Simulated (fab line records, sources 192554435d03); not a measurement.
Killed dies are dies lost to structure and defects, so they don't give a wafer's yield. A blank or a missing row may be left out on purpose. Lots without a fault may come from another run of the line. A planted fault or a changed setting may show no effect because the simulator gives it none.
Split-lot experiment | flow n5_finfet | 7 lots, 21 wafers read, on a route of 1938 steps

THE SPLIT
At N5_SDB_EXPOSE_08 (exposes mask SDB), the setting dose_mj was moved away from the recipe's 49.6 on 5 of the 21 wafers read, by -4.6% to +3.9%. The other wafers ran this setting at the recipe's value.

FROM THE SPLIT TO THE READING: what the file shows between them, 2 steps
- N5_SDB_PEB_09: peb time 60 s
- N5_SDB_DEVELOP_10: develop time 30 s

THE READING
cd_nm, in nm, at N5_SDB_CD_MEAS_11 (target cd 50 nm). Fault-free wafers of this fab line usually give 49.5 nm, standard deviation 1.3 nm.

wafer  | tool, chamber at the split | dose_mj as run | against the recipe | cd_nm, nm | against lot-mates on the recipe
L074.1 | arfi_scanner-03, 0         | 49.6           | recipe             | 49.1      | -
L074.3 | arfi_scanner-03, 0         | 49.6           | recipe             | 50.0      | -
L074.4 | arfi_scanner-03, 0         | 48.01          | -3.2%              | 45.7      | -3.8
L081.4 | arfi_scanner-01, 0         | 49.6           | recipe             | 50.6      | -
L081.5 | arfi_scanner-01, 0         | 49.6           | recipe             | 49.6      | -
L081.6 | arfi_scanner-01, 0         | 49.6           | recipe             | 48.9      | -
L084.1 | arfi_scanner-01, 0         | 49.6           | recipe             | 49.0      | -
L084.2 | arfi_scanner-01, 0         | 51.55          | +3.9%              | 52.9      | +3.9
L084.6 | arfi_scanner-01, 0         | 51.55          | +3.9%              | 53.5      | +4.5
L086.3 | arfi_scanner-02, 0         | 49.6           | recipe             | 52.2      | -
L086.4 | arfi_scanner-02, 0         | 49.6           | recipe             | 49.8      | -
L086.5 | arfi_scanner-02, 0         | 49.6           | recipe             | 49.7      | -
L089.2 | arfi_scanner-01, 0         | 47.33          | -4.6%              | 43.6      | -4.1
L089.3 | arfi_scanner-01, 0         | 47.33          | -4.6%              | 43.4      | -4.3
L089.6 | arfi_scanner-01, 0         | 49.6           | recipe             | 47.7      | -
L090.2 | arfi_scanner-02, 0         | 49.6           | recipe             | 47.3      | -
L090.3 | arfi_scanner-02, 0         | 49.6           | recipe             | 48.3      | -
L090.5 | arfi_scanner-02, 0         | 49.6           | recipe             | 49.2      | -
L091.3 | arfi_scanner-01, 0         | 49.6           | recipe             | 49.3      | -
L091.4 | arfi_scanner-01, 0         | 49.6           | recipe             | 49.7      | -
L091.6 | arfi_scanner-01, 0         | 49.6           | recipe             | 50.5      | -

THE FIT
A straight line over all 21 wafers: cd_nm changes by +1.15 nm for each +1% of dose_mj; r = +0.91; the points scatter about the line by 1.1 nm.
The same after taking each lot's own level away (the mean of its wafers on the recipe; 21 wafers): +1.01 nm for each +1%; r = +0.95; scatter 0.7 nm.
On that fit, the largest move of dose_mj shifts the reading by 4.6 nm.
The lots' own levels span 47.70 to 50.57 nm, that is 2.2 times the standard deviation above.
So the lot-to-lot level changes the slope: the two fits differ.
Check: with one of the wafers moved furthest among these (-4.6%) left out of the fit, the line predicts -4.78 nm for it against its lot-mates. It came out at -4.1 nm against them.

THE FILE'S OWN FIT
cd_nm changes by +1.03 nm for each +1% of dose_mj, r = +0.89.
